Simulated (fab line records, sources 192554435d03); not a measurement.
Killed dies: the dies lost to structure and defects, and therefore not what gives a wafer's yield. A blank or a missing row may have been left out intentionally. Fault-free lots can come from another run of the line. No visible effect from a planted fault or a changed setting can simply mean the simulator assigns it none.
Chamber matching || flow n5-finfet || N5_FIN_CUT_STRIP_22 on rie-diel-05 has 4 sister chambers
The step strips in N2/H2. 27 wafers are shown with their chamber, then 12 later ones without.

== WAFERS, EACH WITH ITS CHAMBER ==
{"wafer": "L080.1", "chamber": 2, "drypump-motor-current-A (A)": 5.6, "throttle-valve-pct (%)": 18.67, "showerhead-plenum-p-Torr (Torr)": 3.42}
{"wafer": "L080.2", "chamber": 1, "drypump-motor-current-A (A)": 5.7, "throttle-valve-pct (%)": 18.78, "showerhead-plenum-p-Torr (Torr)": 3.36}
{"wafer": "L080.3", "chamber": 3, "drypump-motor-current-A (A)": 6.1, "throttle-valve-pct (%)": 19.51, "showerhead-plenum-p-Torr (Torr)": 3.18}
{"wafer": "L080.4", "chamber": 2, "drypump-motor-current-A (A)": 5.6, "throttle-valve-pct (%)": 18.69, "showerhead-plenum-p-Torr (Torr)": 3.42}
{"wafer": "L080.5", "chamber": 3, "drypump-motor-current-A (A)": 6.1, "throttle-valve-pct (%)": 19.49, "showerhead-plenum-p-Torr (Torr)": 3.18}
{"wafer": "L080.6", "chamber": 1, "drypump-motor-current-A (A)": 5.8, "throttle-valve-pct (%)": 18.75, "showerhead-plenum-p-Torr (Torr)": 3.36}
{"wafer": "L081.1", "chamber": 2, "drypump-motor-current-A (A)": 5.6, "throttle-valve-pct (%)": 18.70, "showerhead-plenum-p-Torr (Torr)": 3.42}
{"wafer": "L081.3", "chamber": 0, "drypump-motor-current-A (A)": 5.8, "throttle-valve-pct (%)": 18.62, "showerhead-plenum-p-Torr (Torr)": 3.24}
{"wafer": "L081.6", "chamber": 2, "drypump-motor-current-A (A)": 5.6, "throttle-valve-pct (%)": 18.74, "showerhead-plenum-p-Torr (Torr)": 3.42}
{"wafer": "L084.1", "chamber": 0, "drypump-motor-current-A (A)": 5.9, "throttle-valve-pct (%)": 18.70, "showerhead-plenum-p-Torr (Torr)": 3.24}
{"wafer": "L084.2", "chamber": 2, "drypump-motor-current-A (A)": 5.6, "throttle-valve-pct (%)": 18.69, "showerhead-plenum-p-Torr (Torr)": 3.42}
{"wafer": "L084.4", "chamber": 1, "drypump-motor-current-A (A)": 5.7, "throttle-valve-pct (%)": 18.77, "showerhead-plenum-p-Torr (Torr)": 3.35}
{"wafer": "L087.4", "chamber": 3, "drypump-motor-current-A (A)": 6.2, "throttle-valve-pct (%)": 19.56, "showerhead-plenum-p-Torr (Torr)": 3.17}
{"wafer": "L087.5", "chamber": 3, "drypump-motor-current-A (A)": 6.1, "throttle-valve-pct (%)": 19.54, "showerhead-plenum-p-Torr (Torr)": 3.17}
{"wafer": "L087.6", "chamber": 0, "drypump-motor-current-A (A)": 5.8, "throttle-valve-pct (%)": 18.69, "showerhead-plenum-p-Torr (Torr)": 3.23}
{"wafer": "L088.2", "chamber": 0, "drypump-motor-current-A (A)": 5.9, "throttle-valve-pct (%)": 18.69, "showerhead-plenum-p-Torr (Torr)": 3.23}
{"wafer": "L088.4", "chamber": 3, "drypump-motor-current-A (A)": 6.1, "throttle-valve-pct (%)": 19.49, "showerhead-plenum-p-Torr (Torr)": 3.17}
{"wafer": "L088.6", "chamber": 2, "drypump-motor-current-A (A)": 5.6, "throttle-valve-pct (%)": 18.76, "showerhead-plenum-p-Torr (Torr)": 3.42}
{"wafer": "L091.1", "chamber": 0, "drypump-motor-current-A (A)": 5.9, "throttle-valve-pct (%)": 18.69, "showerhead-plenum-p-Torr (Torr)": 3.23}
{"wafer": "L091.4", "chamber": 0, "drypump-motor-current-A (A)": 5.8, "throttle-valve-pct (%)": 18.62, "showerhead-plenum-p-Torr (Torr)": 3.23}
{"wafer": "L091.5", "chamber": 2, "drypump-motor-current-A (A)": 5.6, "throttle-valve-pct (%)": 18.74, "showerhead-plenum-p-Torr (Torr)": 3.41}
{"wafer": "L092.1", "chamber": 2, "drypump-motor-current-A (A)": 5.6, "throttle-valve-pct (%)": 18.72, "showerhead-plenum-p-Torr (Torr)": 3.41}
{"wafer": "L092.2", "chamber": 0, "drypump-motor-current-A (A)": 5.9, "throttle-valve-pct (%)": 18.68, "showerhead-plenum-p-Torr (Torr)": 3.23}
{"wafer": "L092.4", "chamber": 2, "drypump-motor-current-A (A)": 5.6, "throttle-valve-pct (%)": 18.75, "showerhead-plenum-p-Torr (Torr)": 3.41}
{"wafer": "L093.1", "chamber": 0, "drypump-motor-current-A (A)": 5.8, "throttle-valve-pct (%)": 18.70, "showerhead-plenum-p-Torr (Torr)": 3.23}
{"wafer": "L093.3", "chamber": 1, "drypump-motor-current-A (A)": 5.8, "throttle-valve-pct (%)": 18.83, "showerhead-plenum-p-Torr (Torr)": 3.34}
{"wafer": "L093.4", "chamber": 3, "drypump-motor-current-A (A)": 6.1, "throttle-valve-pct (%)": 19.12, "showerhead-plenum-p-Torr (Torr)": 3.58}

SIGNATURES, as means of the wafers listed above
{"reading": "drypump-motor-current-A", "chamber 0": 5.850, "chamber 1": 5.750, "chamber 2": 5.600, "chamber 3": 6.117, "scatter within a chamber": 0.0408}
{"reading": "throttle-valve-pct", "chamber 0": 18.6738, "chamber 1": 18.7825, "chamber 2": 18.7178, "chamber 3": 19.4517, "scatter within a chamber": 0.0822}
{"reading": "showerhead-plenum-p-Torr", "chamber 0": 3.2325, "chamber 1": 3.3525, "chamber 2": 3.4167, "chamber 3": 3.2417, "scatter within a chamber": 0.0775}
Rule: a wafer lies at a distance from a chamber equal to the root of the sum of squares, over the readings, of (its reading less the chamber's mean, divided by the reading's scatter). If the next closest chamber is less than 2 further off than the closest, the wafer can't be placed; otherwise it belongs to the closest. The scatter: the root of (the sum of the squares of (reading less its chamber's mean) over the shown wafers, divided by (wafers less chambers)).

== WAFERS WHOSE CHAMBER IS MISSING ==
{"wafer": "L094.1", "drypump-motor-current-A (A)": 6.1, "throttle-valve-pct (%)": 19.13, "showerhead-plenum-p-Torr (Torr)": 3.58}
{"wafer": "L094.2", "drypump-motor-current-A (A)": 5.9, "throttle-valve-pct (%)": 18.69, "showerhead-plenum-p-Torr (Torr)": 3.23}
{"wafer": "L094.3", "drypump-motor-current-A (A)": 5.8, "throttle-valve-pct (%)": 18.88, "showerhead-plenum-p-Torr (Torr)": 3.34}
{"wafer": "L094.4", "drypump-motor-current-A (A)": 5.7, "throttle-valve-pct (%)": 18.87, "showerhead-plenum-p-Torr (Torr)": 3.34}
{"wafer": "L094.5", "drypump-motor-current-A (A)": 5.8, "throttle-valve-pct (%)": 18.71, "showerhead-plenum-p-Torr (Torr)": 3.23}
{"wafer": "L094.6", "drypump-motor-current-A (A)": 6.1, "throttle-valve-pct (%)": 19.17, "showerhead-plenum-p-Torr (Torr)": 3.58}
{"wafer": "L096.1", "drypump-motor-current-A (A)": 5.7, "throttle-valve-pct (%)": 18.84, "showerhead-plenum-p-Torr (Torr)": 3.34}
{"wafer": "L096.2", "drypump-motor-current-A (A)": 6.1, "throttle-valve-pct (%)": 19.08, "showerhead-plenum-p-Torr (Torr)": 3.57}
{"wafer": "L096.3", "drypump-motor-current-A (A)": 5.8, "throttle-valve-pct (%)": 18.73, "showerhead-plenum-p-Torr (Torr)": 3.22}
{"wafer": "L097.3", "drypump-motor-current-A (A)": 5.9, "throttle-valve-pct (%)": 18.71, "showerhead-plenum-p-Torr (Torr)": 3.22}
{"wafer": "L097.4", "drypump-motor-current-A (A)": 5.6, "throttle-valve-pct (%)": 18.72, "showerhead-plenum-p-Torr (Torr)": 3.41}
{"wafer": "L097.6", "drypump-motor-current-A (A)": 6.1, "throttle-valve-pct (%)": 19.10, "showerhead-plenum-p-Torr (Torr)": 3.57}

== CHAMBER TAKEN BY EACH ==
{"wafer": "L094.1", "from the rows above": 3, "in truth": 3}
{"wafer": "L094.2", "from the rows above": 0, "in truth": 0}
{"wafer": "L094.3", "from the rows above": "can't be placed: 1 or 0", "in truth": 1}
{"wafer": "L094.4", "from the rows above": "can't be placed: 1 or 2", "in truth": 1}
{"wafer": "L094.5", "from the rows above": "can't be placed: 0 or 1", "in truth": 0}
{"wafer": "L094.6", "from the rows above": 3, "in truth": 3}
{"wafer": "L096.1", "from the rows above": "can't be placed: 1 or 2", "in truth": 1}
{"wafer": "L096.2", "from the rows above": 3, "in truth": 3}
{"wafer": "L096.3", "from the rows above": "can't be placed: 0 or 1", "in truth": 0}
{"wafer": "L097.3", "from the rows above": 0, "in truth": 0}
{"wafer": "L097.4", "from the rows above": 2, "in truth": 2}
{"wafer": "L097.6", "from the rows above": 3, "in truth": 3}
Correctly placed: 7 of 12. Cannot be placed on the basis of these rows: 5; the candidates contain the true chamber in 5. 0 placed wrongly.
